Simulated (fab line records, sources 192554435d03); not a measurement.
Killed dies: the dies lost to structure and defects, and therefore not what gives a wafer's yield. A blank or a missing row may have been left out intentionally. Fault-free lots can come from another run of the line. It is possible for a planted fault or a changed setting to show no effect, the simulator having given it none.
Struck lot and sound lot, side by side	flow n5_finfet	17 out of 1938 route steps
Sound: the wafers L963.3, L963.4, L963.5. Struck: wafer L972.2 (left out: L972.4, L972.5 of the same lot, which were not struck); the cause appears at the end.
At each step with rows: each side's tool, then ch and its chambers, then its first start. Under that, the readings that differ: sound wafers	struck wafers	difference of the means	sigmas: that difference in standard deviations of wafers without a fault.
alike: words and numbers the same on both sides, and readings whose means are apart by under 2 such deviations; not compared: readings that were withheld, readings missing a value for some wafer, numbers with overlapping values and no deviation given by the record, and bounds like >300 which may hide the same value.
A row with sigmas, a row that says differs or no value, or rows on one side alone: a step with any of these is where the two part. Non-overlapping numbers with no deviation appear without sigmas and do not part them. Lack of a reading on every wafer of one side parts them only where that side has two or more wafers.

first, 9 steps without rows for these wafers: N5_BEOL_M2_COAT_05 (resist thk 30 nm); N5_BEOL_M2_EBR_07; N5_BEOL_M2_SOFTBAKE_06 (time 60 s); N5_BEOL_M2_EXPOSE_08 (exposes mask M2); N5_BEOL_M2_PEB_09 (peb time 60 s); N5_BEOL_M2_DEVELOP_10 (develop time 30 s); N5_BEOL_M2_DESCUM_16 (chemistry O2, time 7 s); N5_BEOL_M2_ETCH_74 (etches underlayer in N2/H2, target depth 6.5 nm, time 5.2 s); N5_BEOL_M2_ETCH_63 (etches SiARC in CF4, target depth 15.6 nm, time 26 s).
N5_BEOL_M2_ETCH_64: etches SOC in N2/H2, target depth 75 nm, overetch 22.5 nm, time 121.9 s.
  sound on rie_diel-05 ch 1,2,3, day 8 08:55; struck on rie_diel-05 ch 1, day 10 18:58
reading	sound	struck	difference	sigmas
chamber_pressure_mTorr (mTorr)	30.002 30.023 30.010	29.932	-0.080	-3
model.SiARC_of_BEOL_M2_COAT_62.thk_nm (nm)	6.4 6.6 6.4	6	+0	
  alike: drypump_motor_current_A, n2_flow_sccm, oes_product_au, rf_vpp_V, showerhead_plenum_p_Torr, throttle_valve_pct
  not compared: rf_hours_counter_h
then, 3 steps without rows for these wafers: N5_BEOL_M2_STRIP_65 (strips in N2/H2); N5_BEOL_M2_STRIP_75 (strips in N2/H2); N5_BEOL_M2_STRIP_66 (strips in CF4).
N5_BEOL_M2_HM_OPEN_17: chemistry Cl2/BCl3, target TiN, target depth 20 nm, overetch 6 nm.
  sound on rie_metal-01 ch 0,1, day 8 09:07; struck on rie_metal-03 ch 1, day 10 19:08
reading	sound	struck	difference	sigmas
mfc_ar_sccm (sccm)	24.95 24.95 24.87	25.09	+0.17	+2
rf_hours_counter_h (h)	- - -	14	no value on the sound wafers	
throttle_valve_pct (%)	22.63 22.07 22.64	21.73	-0.72	-2
model.etch.depth_nm (nm)	20.33 20.24 20.43	19.39	-0.94	
  alike: chamber_pressure_mTorr, drypump_motor_current_A, oes_product_au
then, 1 step without rows for these wafers: N5_BEOL_M2_STRIP_19 (strips in O2).
N5_BEOL_M4_RC_MEAS_101:
  sound on prober-01 ch 0, day 9 20:59; struck on prober-02 ch 0, day 12 01:48
  alike: DIBL_N, DIBL_P, IOFF_N, IOFF_P, ION_N, ION_P, SS_N, SS_P, VT_N, VT_P
next, for these wafers, 1 step has no rows: N5_PASSIVATION_PROBE_49.

WHERE THEY PART
Last at N5_BEOL_M2_HM_OPEN_17 as far as this record goes, first at N5_BEOL_M2_ETCH_64. Later steps at which nothing parts them and some readings are alike: N5_BEOL_M4_RC_MEAS_101.

WHY: what the simulator had put in
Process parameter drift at N5_BEOL_M2_ETCH_64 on rie_diel-05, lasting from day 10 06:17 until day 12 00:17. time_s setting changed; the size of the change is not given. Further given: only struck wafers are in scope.
